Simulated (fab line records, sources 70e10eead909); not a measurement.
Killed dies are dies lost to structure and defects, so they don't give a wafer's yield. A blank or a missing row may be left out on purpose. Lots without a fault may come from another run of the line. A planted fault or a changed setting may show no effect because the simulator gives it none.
A struck lot beside a sound one | flow nand_harc | 13 steps out of a route of 1159
Sound: wafers L364.1, L364.3, L364.4. Struck: wafer L372.4. (L372.1 of the same lot was not struck and is left out.) The cause comes at the end.
At each step with rows: each side's tool, then ch and its chambers, then its first start. Under that, the readings that differ: sound wafers | struck wafers | difference of the means | sigmas: that difference in standard deviations of wafers without a fault.
alike: readings whose means differ by less than 2 such deviations, and words and numbers that are the same on both sides. not compared: withheld readings, readings that some wafer has no value for, bounds like >300 that may hide the same value, and numbers for which the record gives no deviation and whose values overlap.
The two part at a step that has a row with sigmas, a row that says differs or no value, or rows on one side only. Numbers that don't overlap but have no deviation are shown without sigmas and don't part them. A reading that every wafer of one side lacks parts them only if that side has two wafers or more.

first, 4 steps without rows for these wafers: NHARC_A_WL_FILL_STRIP_28 (strips in post etch residue remover, time 1200 s); NHARC_A_WL_FILL_PRECLEAN_06 (cleans in DIW, time 300 s); NHARC_A_WL_FILL_SRD_07; NHARC_A_WL_FILL_ANNEAL_08 (time 1800 s).
NHARC_A_WL_FILL_ALD_10: deposits SiO2, target thk 50 nm, pulse time 10 s, ald cycles 500.
  sound on ald_hk-04 ch 1,2,3, day 15 15:53; struck on ald_hk-03 ch 1, day 18 11:02
  reading            | sound       | struck | difference | sigmas
  heater_power_w (W) | 509 444 595 | 404    | -112       | -2
  alike: precursor_pulse_height_rel
NHARC_A_WL_FILL_ETCHBACK_16: etches the open film in C4F8/O2/Ar, target depth 88 nm, time 17.6 s.
  sound on rie_diel-12 ch 0,2,3; struck on rie_diel-10 ch 3
  reading                | sound       | struck | difference | sigmas
  rf_hours_counter_h (h) | 3.1 3.5 3.5 | 2.1    | -1.3       |
  alike: oes_product_au, rf_vpp_V, run_length_s
NHARC_A_WL_FILL_STRIP_29: strips in O2, time 20 s.
  sound on rie_diel-12 ch 0,1,2, day 15 20:05; struck on rie_diel-10 ch 1, day 18 15:13
  reading                     | sound       | struck | difference | sigmas
  drypump_motor_current_A (A) | 6.4 5.4 6.1 | 5.2    | -0.8       | -2
  rf_hours_counter_h (h)      | 3.5 3.1 3.5 | 1.9    | -1.5       |
  alike: oes_product_au, rf_vpp_V, showerhead_plenum_p_Torr, throttle_valve_pct
NHARC_A_WL_FILL_ETCHBACK_17: etches the open film in Cl2/BCl3, target depth 4 nm, time 26.7 s.
  sound on rie_metal-03 ch 0,1, day 15 20:10; struck on rie_metal-03 ch 0, day 18 15:18
  alike: drypump_motor_current_A, oes_product_au, run_length_s
  not compared: rf_hours_counter_h
then, 3 steps without rows for these wafers: NHARC_A_WL_FILL_PRECLEAN_18 (cleans in dHF, time 30 s); NHARC_A_WL_FILL_SRD_21; NHARC_A_WL_FILL_CVD_23 (deposits poly-Si, target thk 40 nm, time 800 s).
NHARC_A_WL_FILL_ETCHBACK_26: etches the open film in HBr, target depth 52 nm, time 13.3 s.
  sound on rie_si-05 ch 1,2,3, day 16 01:33; struck on rie_si-05 ch 0, day 18 20:36
  reading                | sound          | struck | difference | sigmas
  rf_hours_counter_h (h) | 0.9 0.7 0.7    | 0.1    | -0.7       |
  run_length_s (s)       | 33.9 35.0 33.5 | 31.0   | -3.1       | -7
  alike: drypump_motor_current_A, oes_product_au, throttle_valve_pct
then, 1 step without rows for these wafers: NHARC_A_WL_FILL_PRECLEAN_30 (cleans in dHF, time 10 s).

WHERE THEY PART
First at NHARC_A_WL_FILL_ALD_10; last, within this record, at NHARC_A_WL_FILL_ETCHBACK_26.

WHY: what the simulator had put in
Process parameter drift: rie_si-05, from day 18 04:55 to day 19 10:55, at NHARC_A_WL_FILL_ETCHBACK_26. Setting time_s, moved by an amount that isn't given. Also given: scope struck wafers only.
